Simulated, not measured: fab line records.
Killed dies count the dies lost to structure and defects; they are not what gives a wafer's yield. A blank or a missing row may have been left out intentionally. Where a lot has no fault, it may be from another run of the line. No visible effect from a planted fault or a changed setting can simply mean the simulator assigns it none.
Chamber matching :: flow n5Finfet :: uvCure-03 running N5_BEOL_M11_CURE_72: 3 sister chambers
The step cures SiCOH lowk, time 120 s. 6 wafers are shown with their chamber, then 12 later ones without.

== WAFERS, EACH WITH ITS CHAMBER ==
wafer: L081.2
chamber: 0
wafer_temp_C_max: 371.9
lampPowerPct (%): 52.36

wafer: L081.6
chamber: 0
wafer_temp_C_max: 372.2
lampPowerPct (%): 52.28

wafer: L086.4
chamber: 2
wafer_temp_C_max: 371.1
lampPowerPct (%): 52.30

wafer: L086.5
chamber: 2
wafer_temp_C_max: 371.2
lampPowerPct (%): 52.34

wafer: L091.5
chamber: 1
wafer_temp_C_max: 371.8
lampPowerPct (%): 52.36

wafer: L091.6
chamber: 1
wafer_temp_C_max: 371.9
lampPowerPct (%): 52.28

== WAFERS MISSING THEIR CHAMBER ==
wafer: L095.2
wafer_temp_C_max: 371.0
lampPowerPct (%): 52.32

wafer: L095.5
wafer_temp_C_max: 371.0
lampPowerPct (%): 52.20

wafer: L095.6
wafer_temp_C_max: 370.8
lampPowerPct (%): 52.40

wafer: L093.2
wafer_temp_C_max: 372.2
lampPowerPct (%): 52.29

wafer: L093.4
wafer_temp_C_max: 371.7
lampPowerPct (%): 52.28

wafer: L093.6
wafer_temp_C_max: 372.6
lampPowerPct (%): 52.28

wafer: L096.2
wafer_temp_C_max: 371.9
lampPowerPct (%): 52.33

wafer: L096.5
wafer_temp_C_max: 372.0
lampPowerPct (%): 52.28

wafer: L096.6
wafer_temp_C_max: 372.0
lampPowerPct (%): 52.27

wafer: L094.1
wafer_temp_C_max: 371.4
lampPowerPct (%): 52.28

wafer: L094.3
wafer_temp_C_max: 371.4
lampPowerPct (%): 52.35

wafer: L094.4
wafer_temp_C_max: 371.2
lampPowerPct (%): 52.34

== THE CHAMBER EACH PASSED THROUGH ==
wafer: L095.2
from the rows above: 2
in truth: 2

wafer: L095.5
from the rows above: 2
in truth: 2

wafer: L095.6
from the rows above: 2
in truth: 2

wafer: L093.2
from the rows above: can't be placed: 0 or 1
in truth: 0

wafer: L093.4
from the rows above: can't be placed: 1 or 0
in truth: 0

wafer: L093.6
from the rows above: can't be placed: 0 or 1
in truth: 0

wafer: L096.2
from the rows above: can't be placed: 1 or 0
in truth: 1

wafer: L096.5
from the rows above: can't be placed: 0 or 1
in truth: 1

wafer: L096.6
from the rows above: can't be placed: 0 or 1
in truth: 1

wafer: L094.1
from the rows above: can't be placed: 2 or 1
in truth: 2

wafer: L094.3
from the rows above: can't be placed: 2 or 1
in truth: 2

wafer: L094.4
from the rows above: 2
in truth: 2
Placed correctly: 4 of 12. Unplaceable from these rows: 8, with the true chamber sitting among the candidates in 8. Wrongly placed: 0.
How it was worked out, from the rows above alone: a wafer's distance from a chamber is the root of the sum, over the readings, of the square of ((its reading less the chamber's mean) divided by the reading's scatter). The wafer belongs to the nearest chamber; if the next one is less than 2 further off, it can't be placed. Each chamber's mean is taken over the wafers shown for it. The scatter: take each reading less its chamber's mean, square it, sum over the shown wafers, divide by the number of wafers less the number of chambers, and take the root.
